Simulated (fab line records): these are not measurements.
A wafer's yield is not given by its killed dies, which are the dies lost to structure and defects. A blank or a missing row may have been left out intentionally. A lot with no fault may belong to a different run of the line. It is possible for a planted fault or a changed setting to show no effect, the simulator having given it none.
Split-lot experiment | flow n5_finfet | 21 wafers read across 7 lots, on a route 1938 steps long

== THE SPLIT ==
At N5_BEOL_M7_VIA_ETCH_34 (etches SiCOH lowk in C4F6/O2, target depth 125.5 nm, time 50.5 s), the setting source_w was moved away from the recipe's 345 W on 3 of the 21 wafers read, by -10.6% to +7.1%. For the rest of the wafers, this setting stayed at what the recipe calls for.

Reading taken at the split's own step.

== THE READING ==
rf_vpp_V, in V, at N5_BEOL_M7_VIA_ETCH_34 (etches SiCOH lowk in C4F6/O2, target depth 125.5 nm, time 50.5 s). Fault-free wafers of this fab line usually give 666 V, standard deviation 8.8 V.

wafer  | tool, chamber at the split | source_w as run, W | against the recipe | rf_vpp_V, V | against lot-mates on the recipe
L074.1 | rie_diel-02, 3             | 345                | recipe             | 658         | -
L074.3 | rie_diel-02, 0             | 345                | recipe             | 675         | -
L074.4 | rie_diel-02, 1             | 345                | recipe             | 667         | -
L078.1 | rie_diel-05, 1             | 369.5              | +7.1%              | 623         | -36
L078.2 | rie_diel-05, 0             | 345                | recipe             | 667         | -
L078.5 | rie_diel-05, 2             | 345                | recipe             | 650         | -
L079.1 | rie_diel-02, 2             | 345                | recipe             | 667         | -
L079.3 | rie_diel-02, 3             | 345                | recipe             | 658         | -
L079.4 | rie_diel-02, 1             | 345                | recipe             | 665         | -
L084.1 | rie_diel-05, 1             | 345                | recipe             | 643         | -
L084.2 | rie_diel-05, 3             | 345                | recipe             | 658         | -
L084.4 | rie_diel-05, 0             | 308.5              | -10.6%             | 707         | +56
L085.3 | rie_diel-04, 2             | 345                | recipe             | 662         | -
L085.4 | rie_diel-04, 3             | 345                | recipe             | 673         | -
L085.5 | rie_diel-04, 1             | 345                | recipe             | 678         | -
L086.1 | rie_diel-02, 3             | 345                | recipe             | 660         | -
L086.3 | rie_diel-02, 0             | 345                | recipe             | 675         | -
L086.5 | rie_diel-02, 1             | 323                | -6.4%              | 690         | +22
L089.3 | rie_diel-02, 2             | 345                | recipe             | 666         | -
L089.5 | rie_diel-02, 1             | 345                | recipe             | 666         | -
L089.6 | rie_diel-02, 2             | 345                | recipe             | 667         | -

FIT RESULTS
A straight line over all 21 wafers: rf_vpp_V changes by -4.52 V for each +1% of source_w; r = -0.86; the points scatter about the line by 8.7 V.
The same after taking each lot's own level away (the mean of its wafers on the recipe; 21 wafers): -4.9 V for each +1%; r = -0.93; scatter 6.5 V.
On that fit, the largest move of source_w shifts the reading by 52 V.
The span of the lots' own levels, 650.5 to 671.0 V, comes to 2.3 times the standard deviation stated above.
The two slopes agree, so the slope changes little with the lot-to-lot level.
Check: with one of the wafers moved furthest among these (-10.6%) left out of the fit, the line predicts +45.4 V for it against its lot-mates. Against them it came out at +56.5 V.
Tool readings at the split's step, against how far the setting was moved: rf_vpp_V r = -0.86.

== OTHER SPLITS ON THESE WAFERS ==
Before the reading, these wafers also passed through other splits. Each is held against what the fit with the lots' levels taken away leaves over:
other split on the same wafers | wafers away from the commonest value | r with rf_vpp_V (lot level and that fit taken away)
N5_BEOL_M5_COAT_22 spin_rpm    | 7                                    | -0.15
N5_BEOL_M7_EXPOSE_08 dose_mj   | 3                                    | -0.39

== THE FILE'S OWN FIT ==
rf_vpp_V changes by -4.89 V for each +1% of source_w, r = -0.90.
